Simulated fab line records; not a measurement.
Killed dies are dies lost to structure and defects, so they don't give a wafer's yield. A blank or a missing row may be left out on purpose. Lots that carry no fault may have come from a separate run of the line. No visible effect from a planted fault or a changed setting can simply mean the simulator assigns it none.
Which tool did it? ; flow nand_harc ; route of 1302 steps, sampled at 1 step: 12 lots, 36 wafers

## WHAT THE GAUGES READ, wafer by wafer
NHARC_P_M1_OVL_MEAS_10: pitch 260 nm.
lot;measured;on;overlay_x_nm (nm)
L075;day 6 16:53;overlay-01;1.3 1.5 1.0
L078;day 8 00:14;overlay-02;-0.1 -0.6 -0.5
L079;day 8 13:05;overlay-01;0.0 -0.7 -0.9
L080;day 9 04:29;overlay-02;-0.7 -0.5 -0.7
L083;day 10 00:46;overlay-01;-1.9 -1.6 -2.0
L085;day 11 01:01;overlay-01;1.3 0.8 1.1
L087;day 12 03:43;overlay-01;-0.4 -0.4 -0.1
L089;day 12 09:07;overlay-02;-0.8 0.1 0.0
L091;day 13 10:43;overlay-02;-0.8 -0.2 -1.0
L093;day 14 11:56;overlay-01;0.0 0.5 -0.6
L095;day 15 06:36;overlay-02;0.5 0.0 0.0
L097;day 15 15:30;overlay-02;0.3 0.1 0.2

## WHAT TOOL EACH LOT RAN ON (gives the tool, then ch and the chambers of the sampled wafers, and finally the start)
The record shows no process step preceding these readings.

## THE ANSWER, worked out from the rows above alone
Rule: the lots themselves supply what counts as usual. Put in order of their means at a reading, lots are off if they are a third of the lots or fewer, leave a main group of 4 or more, and stand apart from it by a gap of 3 or more times the standard deviation of the main group's means; of several such gaps the widest counts. A main group is skipped when, at the precision printed for the reading in the tables above, its means are all equal. A lot without any number at a reading at which 4 lots or more have one is off too. Any other lot the step has rows for is counted as sound.
None of the lots is off at any reading shown; this tells nothing.

## WHAT HAD BEEN PUT IN BY THE SIMULATOR
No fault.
